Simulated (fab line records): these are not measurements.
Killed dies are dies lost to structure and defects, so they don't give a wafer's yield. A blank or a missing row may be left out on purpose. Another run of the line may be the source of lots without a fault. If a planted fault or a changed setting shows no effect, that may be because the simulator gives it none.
Chamber matching / flow n5 finfet / N5_BEOL_M2_ETCH_69 on rie diel-05: 4 sister chambers
The step etches SiARC in CF4, target depth 15.6 nm, time 26 s. 4 wafers are shown with their chamber, then 10 later ones without.

WAFERS PAIRED WITH THEIR CHAMBERS
wafer=L090.2; chamber=2; showerhead plenum p Torr (Torr)=2.20
wafer=L090.3; chamber=0; showerhead plenum p Torr (Torr)=2.25
wafer=L092.1; chamber=3; showerhead plenum p Torr (Torr)=2.07
wafer=L092.2; chamber=1; showerhead plenum p Torr (Torr)=2.14

WAFERS WITHOUT THEIR CHAMBER
wafer=L092.6; showerhead plenum p Torr (Torr)=2.07
wafer=L091.1; showerhead plenum p Torr (Torr)=2.13
wafer=L091.3; showerhead plenum p Torr (Torr)=2.24
wafer=L091.6; showerhead plenum p Torr (Torr)=2.24
wafer=L095.4; showerhead plenum p Torr (Torr)=2.06
wafer=L095.5; showerhead plenum p Torr (Torr)=2.06
wafer=L095.6; showerhead plenum p Torr (Torr)=2.24
wafer=L096.2; showerhead plenum p Torr (Torr)=2.19
wafer=L096.3; showerhead plenum p Torr (Torr)=2.24
wafer=L096.6; showerhead plenum p Torr (Torr)=2.13

EACH ONE'S CHAMBER
wafer=L092.6; from the rows above=3; in truth=3
wafer=L091.1; from the rows above=1; in truth=1
wafer=L091.3; from the rows above=0; in truth=0
wafer=L091.6; from the rows above=0; in truth=0
wafer=L095.4; from the rows above=3; in truth=3
wafer=L095.5; from the rows above=3; in truth=3
wafer=L095.6; from the rows above=0; in truth=0
wafer=L096.2; from the rows above=2; in truth=2
wafer=L096.3; from the rows above=0; in truth=0
wafer=L096.6; from the rows above=1; in truth=1
10 of 10 placed correctly. Left unplaced by these rows: 0. Placed wrongly: 0.
How it was worked out, from the rows above alone: a wafer's distance from a chamber is the root of the sum, over the readings, of the square of ((its reading less the chamber's mean) divided by the reading's scatter). If the next closest chamber is less than 2 further off than the closest, the wafer can't be placed; otherwise it belongs to the closest. Each chamber's mean is taken over the wafers shown for it. The scatter: root of mean squared gap, hidden wafer to nearest shown wafer, with one shown wafer a chamber.
